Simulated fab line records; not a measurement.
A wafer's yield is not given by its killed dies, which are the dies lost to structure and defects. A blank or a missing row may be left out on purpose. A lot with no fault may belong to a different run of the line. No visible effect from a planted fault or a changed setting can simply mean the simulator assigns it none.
fab line records ; flow n5_finfet
[record] lots = 9; wafers = 27; last_day = 17
route steps=1938 shown BEOL_M4@1023 PASSIVATION@1936
lots that met no fault: from a run of the same line without faults
start_h: hours from the record's opening day to when the first of the lot's shown wafers began ; wait_h: time in hours since the lot's previous step ; " repeats the value in the row above ; L1.1+2: one row covering several wafers at once ; - either no value or no given start ; * or withheld: withheld ; < > ~ a bound
route shown NAME@n: NAME is a module with steps in the file, n the number in the route of the first one ; usual: mean/standard deviation of fault-free wafers ; same: alike in all rows ; chamber/n: place in a boat ; sites: each site's reading ; _std_site: their standard deviation ; _edge_site: outer sites' mean less inner sites' ; radius_mm: how far each site lies from the wafer's centre ; mask NAME#n: copy n ; behind: the tool/chamber that last shaped the wafer ; hold: what put the lot on hold/how long, in hours/how the hold closed ; device: transistor that didn't switch, given as n, p or np ; end of line: tests of these same wafers at the route's end ; step lacking rows: just its recipe ; killed: not the wafer's yield, but the dies lost to structure and defects at the first sort ; map: per-die view of a wafer (x killed, . not killed, _ where there is no die)
set.NAME: the setting that was run; set.NAME@STEP: the one run at that earlier step ; model.NAME: the simulator's own value behind a step, which no gauge read
a sample of lots followed through the steps of the route, with each step as a table and each wafer as a row
services: when a tool's chamber went out of use (start_h, in hours from the record's first day, below 0 if earlier), for how many hours, and the reason
[[steps]]
[step N5_BEOL_M4_PECVD_72]
[recipe] material = SiO2; target_thk_a = 160; temp_c = 400; precursor = TEOS/O2; pressure_torr = 5.5; rf_w = 450; teos_flow_sccm = 53.8; gas = O2; flow_sccm = 3000; time_s = 18
[usual] heater_power_outer_w = 412/55; heater_power_w = 708/87; showerhead_plenum_p_Torr = 8.78/0.058; throttle_valve_pct = 22.9/1.8
lot.wafer;tool;chamber;start_h;wait_h;heater_power_outer_w;heater_power_w;showerhead_plenum_p_Torr;since_wet_clean_h;throttle_valve_pct
L781.2;pecvd-02;2;198.40;0.0;386;668;8.79;148;21.6
L781.3;pecvd-02;1;198.40;0.0;416;676;8.68;1627;22.1
L781.6;pecvd-02;2;198.40;0.0;389;673;8.77;-;21.5
L785.2;pecvd-03;2;213.37;0.0;464;759;8.82;327;20.2
L785.4;pecvd-03;1;213.37;0.0;379;634;8.79;-;23.8
L785.5;pecvd-03;0;213.37;0.0;409;773;8.78;-;23.7
L780.2;pecvd-03;2;217.29;0.0;411;689;8.82;331;20.2
L780.5;pecvd-03;0;217.29;0.0;433;760;8.75;-;23.5
L780.6;pecvd-03;1;217.29;0.0;411;671;8.79;-;24.2
L786.1;pecvd-01;2;226.07;0.0;286;557;8.67;538;22.5
L786.2;pecvd-01;1;226.07;0.0;378;683;8.76;2017;22.6
L786.4;pecvd-01;0;226.07;0.0;516;852;8.83;-;26.6
L787.1;pecvd-02;2;228.79;0.0;379;653;8.77;179;21.4
L787.2;pecvd-02;0;228.79;0.0;456;773;8.90;933;22.4
L787.3;pecvd-02;0;228.79;0.0;457;807;8.91;-;22.4
L791.1;pecvd-01;0;249.19;0.0;421;754;8.83;1316;26.8
L791.3;pecvd-01;2;249.19;0.0;333;592;8.67;-;22.6
L791.4;pecvd-01;0;249.19;0.0;419;737;8.85;-;26.5
L793.2;pecvd-01;0;259.02;0.0;425;755;8.82;1325;26.8
L793.4;pecvd-01;0;259.02;0.0;430;736;8.81;-;27.0
L793.5;pecvd-01;2;259.02;0.0;343;628;8.68;-;22.7
L798.2;pecvd-02;1;294.49;0.0;447;705;8.70;1723;21.8
L798.3;pecvd-02;0;294.49;0.0;484;854;8.89;998;22.4
L798.4;pecvd-02;2;294.49;0.0;312;562;8.77;-;21.7
L800.2;pecvd-03;0;298.89;0.0;428;776;8.76;1184;23.6
L800.3;pecvd-03;2;298.89;0.0;444;731;8.83;412;20.4
L800.4;pecvd-03;0;298.89;0.0;416;753;8.79;-;23.5
[step N5_BEOL_M4_ANNEAL_87]
[recipe] temp_c = 400; time_s = 240; ambient = vacuum
[usual] heater_power_w = 802/94
lot.wafer;tool;chamber;start_h;wait_h;heater_power_w
L781.2;pvd_sputter-03;-;204.66;0.0;770
L781.3;pvd_sputter-03;-;204.66;0.0;752
L781.6;pvd_sputter-03;-;204.66;0.0;780
L785.2;pvd_sputter-01;-;221.61;0.0;783
L785.4;pvd_sputter-01;-;221.61;0.0;991
L785.5;pvd_sputter-01;-;221.61;0.0;789
L780.2;pvd_sputter-03;-;225.08;0.0;733
L780.5;pvd_sputter-03;-;225.08;0.0;761
L780.6;pvd_sputter-03;-;225.08;0.0;739
L786.1;pvd_sputter-02;-;238.13;0.0;955
L786.2;pvd_sputter-02;-;238.13;0.0;816
L786.4;pvd_sputter-02;-;238.13;0.0;749
L787.1;pvd_sputter-01;-;238.46;0.0;716
L787.2;pvd_sputter-01;-;238.46;0.0;917
L787.3;pvd_sputter-01;-;238.46;0.0;1008
L791.1;pvd_sputter-01;-;257.70;0.0;892
L791.3;pvd_sputter-01;-;257.70;0.0;775
L791.4;pvd_sputter-01;-;257.70;0.0;703
L793.2;pvd_sputter-02;-;275.40;0.0;693
L793.4;pvd_sputter-02;-;275.40;0.0;941
L793.5;pvd_sputter-02;-;275.40;0.0;822
L798.2;pvd_sputter-03;-;301.98;0.0;756
L798.3;pvd_sputter-03;-;301.98;0.0;767
L798.4;pvd_sputter-03;-;301.98;0.0;730
L800.2;pvd_sputter-03;-;308.74;0.0;755
L800.3;pvd_sputter-03;-;308.74;0.0;730
L800.4;pvd_sputter-03;-;308.74;0.0;792
[step N5_BEOL_M4_ANNEAL_89]
[recipe] temp_c = 400; time_s = 240; ambient = vacuum
[usual] heater_power_w = 802/94
lot.wafer;tool;chamber;start_h;wait_h;heater_power_w
L781.2;pvd_sputter-03;-;204.88;0.0;761
L781.3;pvd_sputter-03;-;204.88;0.0;733
L781.6;pvd_sputter-03;-;204.88;0.0;787
L785.2;pvd_sputter-01;-;221.83;0.0;790
L785.4;pvd_sputter-01;-;221.83;0.0;1014
L785.5;pvd_sputter-01;-;221.83;0.0;783
L780.2;pvd_sputter-03;-;225.30;0.0;732
L780.5;pvd_sputter-03;-;225.30;0.0;795
L780.6;pvd_sputter-03;-;225.30;0.0;729
L786.1;pvd_sputter-02;-;238.35;0.0;972
L786.2;pvd_sputter-02;-;238.35;0.0;817
L786.4;pvd_sputter-02;-;238.35;0.0;755
L787.1;pvd_sputter-01;-;238.68;0.0;732
L787.2;pvd_sputter-01;-;238.68;0.0;886
L787.3;pvd_sputter-01;-;238.68;0.0;1001
L791.1;pvd_sputter-01;-;257.92;0.0;887
L791.3;pvd_sputter-01;-;257.92;0.0;772
L791.4;pvd_sputter-01;-;257.92;0.0;747
L793.2;pvd_sputter-02;-;275.62;0.0;668
L793.4;pvd_sputter-02;-;275.62;0.0;971
L793.5;pvd_sputter-02;-;275.62;0.0;831
L798.2;pvd_sputter-03;-;302.20;0.0;740
L798.3;pvd_sputter-03;-;302.20;0.0;784
L798.4;pvd_sputter-03;-;302.20;0.0;727
L800.2;pvd_sputter-03;-;308.96;0.0;753
L800.3;pvd_sputter-03;-;308.96;0.0;741
L800.4;pvd_sputter-03;-;308.96;0.0;777
[step N5_BEOL_M4_SPUTTER_94]
[recipe] material = Cu; target_thk_a = 45; temp_c = -20; chamber_pressure_pa = 0.07; power_w = withheld; time_s = 8.29
[usual] throttle_valve_pct = 29.8/1
lot.wafer;tool;chamber;start_h;wait_h;throttle_valve_pct
L781.2;pvd_sputter-03;-;205.46;0.1;29.9
L781.3;pvd_sputter-03;-;205.46;0.1;29.6
L781.6;pvd_sputter-03;-;205.46;0.1;30.2
L785.2;pvd_sputter-01;-;222.41;0.1;27.5
L785.4;pvd_sputter-01;-;222.41;0.1;30.2
L785.5;pvd_sputter-01;-;222.41;0.1;27.4
L780.2;pvd_sputter-03;-;225.88;0.1;31.7
L780.5;pvd_sputter-03;-;225.88;0.1;30.6
L780.6;pvd_sputter-03;-;225.88;0.1;31.5
L786.1;pvd_sputter-02;-;238.93;0.1;29.9
L786.2;pvd_sputter-02;-;238.93;0.1;30.3
L786.4;pvd_sputter-02;-;238.93;0.1;28.8
L787.1;pvd_sputter-01;-;239.26;0.1;29.7
L787.2;pvd_sputter-01;-;239.26;0.1;30.4
L787.3;pvd_sputter-01;-;239.26;0.1;30.5
L791.1;pvd_sputter-01;-;258.50;0.1;30.3
L791.3;pvd_sputter-01;-;258.50;0.1;27.4
L791.4;pvd_sputter-01;-;258.50;0.1;29.6
L793.2;pvd_sputter-02;-;276.20;0.1;29.9
L793.4;pvd_sputter-02;-;276.20;0.1;29.9
L793.5;pvd_sputter-02;-;276.20;0.1;30.2
L798.2;pvd_sputter-03;-;302.78;0.1;29.8
L798.3;pvd_sputter-03;-;302.78;0.1;30.6
L798.4;pvd_sputter-03;-;302.78;0.1;31.7
L800.2;pvd_sputter-03;-;309.54;0.1;29.5
L800.3;pvd_sputter-03;-;309.54;0.1;29.8
L800.4;pvd_sputter-03;-;309.54;0.1;30.6
[step N5_BEOL_M4_CMP_52]
[recipe] stop_on = SiOC; t_overpolish_s = 6.8; down_force_psi = 1; platen_rpm = 50; clearing_platen_down_force_psi = 1.5; clearing_platen_rpm = 50; post_cmp_clean = cu_alkaline; target_thk_nm = 40; clearing_platen_pad_velocity_m_s = 0.99484; pad_velocity_m_s = 0.99484
[usual] barrier_field_endpoint_s = 24.7/0.64; edge_zone_pressure_frac = 1.000/0.0051; head_pressure_psi = 1.0001/0.0022; motor_current_A = 6.3/0.65
lot.wafer;tool;chamber;start_h;wait_h;barrier_field_endpoint_s;edge_zone_pressure_frac;head_pressure_psi;motor_current_A
L781.3;cmp-04;2;206.17;0.2;24.1;0.994;1.0006;5.3
L781.2;cmp-04;0;206.17;0.2;25.0;1.006;1.0007;5.8
L781.6;cmp-04;3;206.17;0.2;25.3;1.001;0.9999;6.9
L785.2;cmp-04;2;223.14;0.2;24.3;1.000;1.0012;5.2
L785.4;cmp-04;1;223.14;0.2;25.2;1.008;1.0031;6.2
L785.5;cmp-04;3;223.14;0.2;26.1;0.997;0.9992;6.8
L780.2;cmp-01;2;229.36;3.0;23.8;0.996;1.0020;6.3
L780.5;cmp-01;0;229.36;3.0;24.2;0.998;1.0014;6.2
L780.6;cmp-01;1;229.36;3.0;24.2;1.000;1.0002;5.3
L786.1;cmp-04;2;239.80;0.3;24.2;1.002;1.0008;5.2
L786.2;cmp-04;0;239.80;0.3;24.7;0.994;1.0038;6.0
L786.4;cmp-04;1;239.80;0.3;24.4;0.990;1.0007;5.8
L787.1;cmp-03;2;240.49;0.7;25.4;0.997;1.0012;6.4
L787.2;cmp-03;3;240.49;0.7;24.2;1.001;0.9989;7.8
L787.3;cmp-03;0;240.49;0.7;24.6;0.993;1.0002;5.5
L791.3;cmp-04;1;259.21;0.2;28.3;0.997;1.0016;5.8
L791.4;cmp-04;2;259.21;0.2;24.2;0.996;1.0000;5.3
L791.1;cmp-04;3;259.21;0.2;26.0;1.002;0.9976;6.9
L793.4;cmp-01;3;276.97;0.2;24.5;0.999;0.9957;6.4
L793.2;cmp-01;1;276.97;0.2;23.5;0.999;0.9995;5.7
L793.5;cmp-01;3;276.97;0.2;27.3;0.996;0.9981;6.3
L798.2;cmp-01;3;303.50;0.2;24.9;0.992;1.0000;6.0
L798.4;cmp-01;0;303.50;0.2;25.9;1.006;1.0025;6.3
L798.3;cmp-01;1;303.50;0.2;25.5;0.996;0.9977;5.5
L800.4;cmp-04;2;310.26;0.1;24.2;1.007;1.0035;5.5
L800.2;cmp-04;3;310.26;0.1;25.1;0.999;0.9993;7.2
L800.3;cmp-04;1;310.26;0.1;24.5;1.006;0.9978;6.2
[step N5_BEOL_M4_RC_MEAS_101]
[usual] DIBL_N = 35.3/1.5; DIBL_P = 35.3/1.9; IOFF_N = 0.145/0.027; IOFF_P = 0.20/0.033; ION_N = 670/12; ION_P = 462/6.8; SS_N = 71.3/0.6; SS_P = 73.1/0.7; VT_N = 251/3.4; VT_P = -251/3.2
lot.wafer;tool;chamber;start_h;wait_h;DIBL_N[mV/V];DIBL_P[mV/V];IOFF_N[nA/um];IOFF_P[nA/um];ION_N[uA/um];ION_P[uA/um];SS_N[mV/dec];SS_P[mV/dec];VT_N[mV];VT_P[mV]
L781.2;prober-02;0;206.93;0.2;34.1;32.8;0.123;0.19;667;463;70.3;72.7;251;-251
L781.3;prober-02;0;206.93;0.2;35.1;32.7;0.135;0.19;666;460;70.8;72.9;249;-251
L781.6;prober-02;0;206.93;0.2;35.1;32.5;0.121;0.18;654;452;70.6;72.9;253;-252
L785.2;prober-01;0;223.90;0.2;33.5;32.2;0.094;0.16;647;456;71.0;72.5;258;-253
L785.4;prober-01;0;223.90;0.2;35.2;35.0;0.133;0.20;670;468;70.8;73.1;251;-251
L785.5;prober-01;0;223.90;0.2;35.6;34.7;0.128;0.20;664;464;70.7;72.9;252;-253
L780.2;prober-01;0;230.05;0.2;35.8;34.8;0.142;0.18;673;457;71.2;73.5;251;-254
L780.5;prober-01;0;230.05;0.2;35.6;35.3;0.137;0.19;672;461;70.9;73.3;252;-252
L780.6;prober-01;0;230.05;0.2;35.3;34.3;0.125;0.17;665;460;70.9;73.4;255;-255
L786.1;prober-01;0;240.44;0.0;35.3;35.3;0.149;0.23;674;465;71.1;73.4;251;-250
L786.2;prober-01;0;240.44;0.0;32.1;31.7;0.108;0.17;662;460;70.5;71.9;254;-250
L786.4;prober-01;0;240.44;0.0;34.6;35.5;0.132;0.21;664;462;71.6;72.2;253;-246
L787.1;prober-02;0;241.10;0.0;33.6;32.8;0.111;0.17;659;452;70.7;71.5;256;-253
L787.2;prober-02;0;241.10;0.0;33.6;33.8;0.130;0.20;674;474;70.3;72.5;249;-250
L787.3;prober-02;0;241.10;0.0;34.0;34.8;0.126;0.20;656;458;71.2;72.3;255;-248
L791.1;prober-01;0;259.88;0.0;36.2;36.4;0.143;0.19;669;458;71.5;73.0;250;-252
L791.3;prober-01;0;259.88;0.0;34.2;35.0;0.112;0.17;657;459;71.6;72.5;255;-251
L791.4;prober-01;0;259.88;0.0;35.7;36.0;0.139;0.19;677;465;70.9;73.7;251;-252
L793.2;prober-01;0;277.69;0.2;33.4;31.0;0.119;0.16;656;459;70.7;72.1;255;-252
L793.4;prober-01;0;277.69;0.2;37.6;36.8;0.200;0.24;695;468;72.2;73.1;247;-248
L793.5;prober-01;0;277.69;0.2;37.0;36.0;0.192;0.23;694;466;71.7;73.6;245;-247
L798.2;prober-01;0;304.26;0.2;36.1;34.9;0.148;0.18;668;454;71.4;73.0;251;-255
L798.3;prober-01;0;304.26;0.2;36.3;35.3;0.159;0.19;676;462;71.4;73.0;248;-253
L798.4;prober-01;0;304.26;0.2;35.4;35.1;0.150;0.19;662;461;71.5;73.4;247;-252
L800.2;prober-01;0;311.05;0.2;36.4;36.2;0.156;0.21;663;459;71.5;73.0;250;-249
L800.3;prober-01;0;311.05;0.2;35.1;34.7;0.147;0.19;675;458;70.4;72.8;249;-250
L800.4;prober-01;0;311.05;0.2;34.8;33.9;0.126;0.17;657;457;70.7;72.9;252;-255
[step N5_PASSIVATION_PROBE_49]
[usual] defect_limited_yield = 91.2/1.5; killed_at_M0_to_M3 = 34/11; killed_at_M4_up = 14/5.4; killed_at_contacts = 12/5.9; killed_at_front_end = 40/12; killed_at_other = 4/3.3; killed_dies = 103/18; killed_open = 68/13; killed_short = 34/7.5; sort_bin_5_function = 5.1/1; sort_bin_6_memory = 3.3/0.7; sort_n_pass = 1076/18; sort_yield_pct = 91.2/1.5
[same] gross_dies = 1180; killed_at_back_side = 0; sort_bin_4_leakage[%] = 0; sort_bin_8_speed[%] = 0
lot.wafer;tool;chamber;start_h;wait_h;defect_limited_yield[%];killed_at_M0_to_M3;killed_at_M4_up;killed_at_contacts;killed_at_front_end;killed_at_other;killed_dies;killed_open;killed_short;sort_bin_5_function[%];sort_bin_6_memory[%];sort_n_pass;sort_yield_pct[%]
L781.2;prober-01;-;313.43;0.1;91.8;36;15;9;35;2;97;67;30;4.0;4.1;1083;91.8
L781.3;prober-01;-;313.48;0.1;88.6;52;14;12;54;2;134;86;48;6.4;4.7;1046;88.6
L781.6;prober-01;-;313.63;0.3;89.3;47;15;12;46;6;126;81;43;6.6;3.6;1054;89.3
L780.2;prober-02;-;338.05;0.1;88.9;39;14;15;58;5;131;86;44;6.4;4.5;1049;88.9
L780.5;prober-02;-;338.20;0.2;90.9;36;18;7;43;3;107;62;44;5.3;3.5;1073;90.9
L780.6;prober-02;-;338.25;0.3;90.3;39;14;25;35;2;115;74;41;5.8;3.4;1065;90.3
L786.1;prober-01;-;347.07;0.0;90.3;41;11;23;38;1;114;68;45;5.5;3.6;1066;90.3
L786.2;prober-01;-;347.12;0.1;89.7;26;23;18;51;3;121;91;30;5.0;5.3;1059;89.7
L786.4;prober-01;-;347.22;0.2;92.9;31;20;7;25;1;84;54;27;4.3;2.6;1096;92.9
L787.1;prober-02;-;347.80;0.0;89.5;55;11;2;43;13;124;80;43;6.0;4.0;1056;89.5
L787.2;prober-02;-;347.85;0.1;92.8;24;9;9;35;8;85;54;29;4.7;2.5;1095;92.8
L787.3;prober-02;-;347.90;0.1;91.7;41;14;7;25;11;98;62;35;4.2;3.7;1082;91.7
L793.2;prober-01;-;378.26;0.1;93.0;36;9;5;30;3;83;59;24;4.1;2.7;1097;93.0
L793.4;prober-01;-;378.36;0.2;91.1;46;8;7;40;4;105;75;30;5.2;3.3;1075;91.1
L793.5;prober-01;-;378.41;0.2;91.3;22;23;11;44;3;103;66;37;4.2;4.6;1077;91.3
// killed by level:class
L781.2 BEOL_M0_SAQP:geometric_particle:short=12 BEOL_M0_SAQP:geometric_particle:open=9 MOL_CONTACT_COAG:geometric_particle:open=8 BEOL_M4:geometric_particle:open=8 DUMMY_GATE:geometric_particle:open=7 FIN_SAQP:geometric_particle:short=6 FIN_SAQP:geometric_particle:open=6 BEOL_M2:geometric_particle:open=6
L781.3 BEOL_M0_SAQP:geometric_particle:short=18 BEOL_M0_SAQP:geometric_particle:open=15 BEOL_M2:geometric_particle:open=13 FIN_SAQP:geometric_particle:open=12 STI_FIN_REVEAL:geometric_particle:open=11 MOL_CONTACT_COAG:geometric_particle:open=11 FIN_SAQP:geometric_particle:short=10 BEOL_M4:geometric_particle:open=9
L781.6 BEOL_M0_SAQP:geometric_particle:open=21 STI_FIN_REVEAL:geometric_particle:open=14 BEOL_M0_SAQP:geometric_particle:short=13 MOL_CONTACT_COAG:geometric_particle:open=9 BEOL_M4:geometric_particle:open=8 FIN_SAQP:geometric_particle:open=6 GATE_CUT:geometric_particle:short=6 BEOL_M2:geometric_particle:open=5
L780.2 FIN_SAQP:geometric_particle:short=17 MOL_CONTACT_COAG:geometric_particle:open=15 FIN_SAQP:geometric_particle:open=14 BEOL_M1:geometric_particle:open=12 BEOL_M4:geometric_particle:open=7 STI_FIN_REVEAL:geometric_particle:short=6 STI_FIN_REVEAL:geometric_particle:open=6 BEOL_M3:geometric_particle:open=6
L780.5 BEOL_M4:geometric_particle:open=12 BEOL_M3:geometric_particle:open=9 FIN_SAQP:geometric_particle:short=8 STI_FIN_REVEAL:geometric_particle:open=8 MOL_CONTACT_COAG:geometric_particle:open=6 BEOL_M0_SAQP:geometric_particle:short=6 FIN_SAQP:geometric_particle:open=5 BEOL_M4:geometric_particle:short=5
L780.6 MOL_CONTACT_COAG:geometric_particle:open=20 BEOL_M3:geometric_particle:open=12 FIN_SAQP:geometric_particle:short=8 BEOL_M0_SAQP:geometric_particle:open=6 GATE_CUT:geometric_particle:short=5 MOL_CONTACT_COAG:geometric_particle:short=5 BEOL_M1:geometric_particle:open=4 DUMMY_GATE:geometric_particle:open=4
L786.1 MOL_CONTACT_COAG:geometric_particle:open=20 FIN_SAQP:geometric_particle:short=10 BEOL_M0_SAQP:geometric_particle:short=10 BEOL_M0_SAQP:geometric_particle:open=9 FIN_SAQP:geometric_particle:open=6 STI_FIN_REVEAL:geometric_particle:open=6 BEOL_M2:geometric_particle:short=6 BEOL_M4:geometric_particle:open=6
L786.2 FIN_SAQP:geometric_particle:open=16 MOL_CONTACT_COAG:geometric_particle:open=14 BEOL_M5:geometric_particle:open=12 FIN_SAQP:geometric_particle:short=11 STI_FIN_REVEAL:geometric_particle:open=9 BEOL_M4:geometric_particle:open=8 BEOL_M2:geometric_particle:open=7 BEOL_M3:geometric_particle:open=5
L786.4 BEOL_M0_SAQP:geometric_particle:open=9 BEOL_M3:geometric_particle:open=8 BEOL_M4:geometric_particle:open=7 MOL_CONTACT_COAG:geometric_particle:open=6 FIN_SAQP:geometric_particle:open=4 FIN_SAQP:geometric_particle:short=4 GATE_CUT:geometric_particle:short=3 BEOL_M0_SAQP:geometric_particle:short=3
L787.1 BEOL_M0_SAQP:geometric_particle:open=18 BEOL_M0_SAQP:geometric_particle:short=14 BEOL_M1:geometric_particle:open=12 STI_FIN_REVEAL:geometric_particle:open=11 FIN_SAQP:geometric_particle:open=10 FIN_SAQP:geometric_particle:short=7 DUMMY_GATE:geometric_particle:open=4 BEOL_M3:geometric_particle:open=4
L787.2 FIN_SAQP:geometric_particle:short=11 MOL_CONTACT_COAG:geometric_particle:open=9 STI_FIN_REVEAL:geometric_particle:open=7 DUMMY_GATE:geometric_particle:open=5 BEOL_M0_SAQP:geometric_particle:short=5 BEOL_M0_SAQP:geometric_particle:open=5 PASS1_DEP:geometric_particle:short=3 BEOL_M1:geometric_particle:open=3
L787.3 BEOL_M0_SAQP:geometric_particle:open=8 BEOL_M3:geometric_particle:open=8 FIN_SAQP:geometric_particle:open=7 FIN_SAQP:geometric_particle:short=6 BEOL_M1:geometric_particle:open=6 BEOL_M2:geometric_particle:open=6 BEOL_M5:geometric_particle:open=6 BEOL_M0_SAQP:geometric_particle:short=5
L793.2 STI_FIN_REVEAL:geometric_particle:open=12 BEOL_M0_SAQP:geometric_particle:open=9 BEOL_M1:geometric_particle:open=7 BEOL_M3:geometric_particle:open=6 MOL_CONTACT_COAG:geometric_particle:open=5 BEOL_M0_SAQP:geometric_particle:short=5 FIN_SAQP:geometric_particle:short=3 STI_FIN_REVEAL:geometric_particle:short=3
L793.4 BEOL_M1:geometric_particle:open=10 BEOL_M0_SAQP:geometric_particle:open=9 BEOL_M3:geometric_particle:open=9 STI_FIN_REVEAL:geometric_particle:open=8 BEOL_M0_SAQP:geometric_particle:short=8 MOL_CONTACT_COAG:geometric_particle:open=6 FIN_SAQP:geometric_particle:open=5 BEOL_M2:geometric_particle:open=5
L793.5 STI_FIN_REVEAL:geometric_particle:open=14 MOL_CONTACT_COAG:geometric_particle:short=6 BEOL_M4:geometric_particle:open=6 FIN_SAQP:geometric_particle:open=5 BEOL_M1:geometric_particle:open=5 MOL_CONTACT_COAG:geometric_particle:open=5 BEOL_M2:geometric_particle:open=5 ILD0:geometric_particle:open=4
[[services]]
tool;chamber;start_h;hours;kind
pecvd-03;0;197.26;5.5;scheduled_down
pecvd-02;1;205.32;29.0;repair
cmp-01;-;211.09;4.0;pm
cmp-01;-;215.09;-;consumable_replace:conditioner
cmp-01;-;215.09;-;consumable_replace:pad
cmp-03;-;223.88;5.6;pm
cmp-04;-;225.29;3.4;repair
pecvd-03;1;225.62;2.1;scheduled_down
cmp-01;-;226.01;2.9;repair
cmp-04;-;234.57;4.0;pm
pecvd-01;1;235.83;46.6;repair
cmp-04;-;238.57;-;consumable_replace:conditioner
cmp-04;-;238.57;-;consumable_replace:pad
pecvd-02;-;241.27;0.6;repair
cmp-03;-;245.63;6.0;pm
pecvd-02;2;258.87;2.1;scheduled_down
pecvd-01;-;271.40;0.5;repair
pecvd-01;2;273.42;4.2;repair
pvd_sputter-02;-;281.96;0.5;repair
cmp-01;-;290.34;0.3;repair
cmp-01;-;292.85;6.4;repair
pecvd-01;0;309.20;5.5;scheduled_down
[[key]]
[first_sign] step = N5_BEOL_M4_CMP_52; reading = barrier_field_endpoint_s; direction = up; sigmas = 4.8; usual = 24.7; struck = 27.8
effect none on later readings
met_at N5_BEOL_M4_PECVD_72
struck_lots L791,L793
struck_wafers L791.3,L793.5
not_acting_at N5_BEOL_M4_ANNEAL_87,N5_BEOL_M4_ANNEAL_89,N5_BEOL_M4_SPUTTER_94
onset_between 226.07 249.19
[fault] kind = process_parameter_drift; tool = pecvd-01; chamber = 2; onset_h = 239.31; steps = N5_BEOL_M4_PECVD_72; channel = time_s; offset = *; shape = step; end_h = 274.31; acts_in = *; stated = *
